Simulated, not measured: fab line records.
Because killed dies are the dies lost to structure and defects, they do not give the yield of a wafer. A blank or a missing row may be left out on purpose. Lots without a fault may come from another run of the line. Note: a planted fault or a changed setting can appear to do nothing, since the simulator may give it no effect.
Split-lot trial -- flow n5 finfet -- on a route of 1938 steps: 7 lots, 21 wafers read

## THE SPLIT ITSELF
At N5_MIM_BOT_ETCH_ETCH_04 (etches SiNx in CF4/O2, target depth 26 nm, time 13 s), the setting time s was moved away from the recipe's 13 s on 2 of the 21 wafers read, by -16.0% to +21.4%. For the rest of the wafers, this setting stayed at what the recipe calls for.

The reading comes from the split's own step.

## THE READING
etch.depth nm (the simulator's own value, which no gauge read), in nm, at N5_MIM_BOT_ETCH_ETCH_04 (etches SiNx in CF4/O2, target depth 26 nm, time 13 s). There is no usual value for it anywhere in the file. The 19 wafers here that ran the recipe average 26.15 nm, standard deviation 0.93 nm.

wafer,"tool, chamber at the split","time s as run, s",against the recipe,"etch.depth nm, nm",against lot-mates on the recipe
L074.1,"rie diel-03, 3",13,recipe,27.53,-
L074.5,"rie diel-03, 2",13,recipe,27.55,-
L074.6,"rie diel-03, 1",13,recipe,25.42,-
L079.2,"rie diel-05, 1",13,recipe,26.46,-
L079.3,"rie diel-05, 2",13,recipe,24.49,-
L079.5,"rie diel-05, 0",13,recipe,24.89,-
L082.1,"rie diel-04, 0",13,recipe,26.91,-
L082.2,"rie diel-04, 3",13,recipe,26.59,-
L082.3,"rie diel-04, 1",13,recipe,26.17,-
L084.2,"rie diel-04, 3",13,recipe,26.54,-
L084.3,"rie diel-04, 2",13,recipe,26.13,-
L084.5,"rie diel-04, 1",13,recipe,26.24,-
L086.1,"rie diel-03, 0",13,recipe,24.92,-
L086.2,"rie diel-03, 2",10.92,-16.0%,22.69,-3.34
L086.6,"rie diel-03, 2",13,recipe,27.14,-
L091.1,"rie diel-05, 2",15.78,+21.4%,29.7,+4.75
L091.3,"rie diel-05, 3",13,recipe,25.44,-
L091.5,"rie diel-05, 2",13,recipe,24.47,-
L095.1,"rie diel-04, 0",13,recipe,26.59,-
L095.2,"rie diel-04, 2",13,recipe,26.5,-
L095.4,"rie diel-04, 2",13,recipe,26.78,-

THE FIT
A straight line over all 21 wafers: etch.depth nm changes by +0.184 nm for each +1% of time s; r = +0.77; the points scatter about the line by 0.94 nm.
The same after taking each lot's own level away (the mean of its wafers on the recipe; 21 wafers): +0.217 nm for each +1%; r = +0.89; scatter 0.67 nm.
On that fit, the largest move of time s shifts the reading by 4.6 nm.
The lots' own levels span 24.955 to 26.833 nm, that is 2.0 times the standard deviation above.
So the lot-to-lot level blurs the effect unless lot-mates are compared.
Check: +4.46 nm against its lot-mates is what the line predicts for one of the wafers moved furthest among these (+21.4%) when that wafer is left out of the fit. It came out at +4.75 nm against them.

## THE OTHER SPLITS THESE WAFERS WENT THROUGH
These wafers also went through other splits before the reading. Each is held against what the fit with the lots' levels taken away leaves over:
other split on the same wafers,wafers away from the commonest value,r with etch.depth nm (lot level and that fit taken away)
N5_BEOL_M15_TRENCH_ETCH_34 time s,10,-0.25

## THE FILE'S OWN FIT
etch.depth nm changes by +0.217 nm for each +1% of time s, r = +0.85.
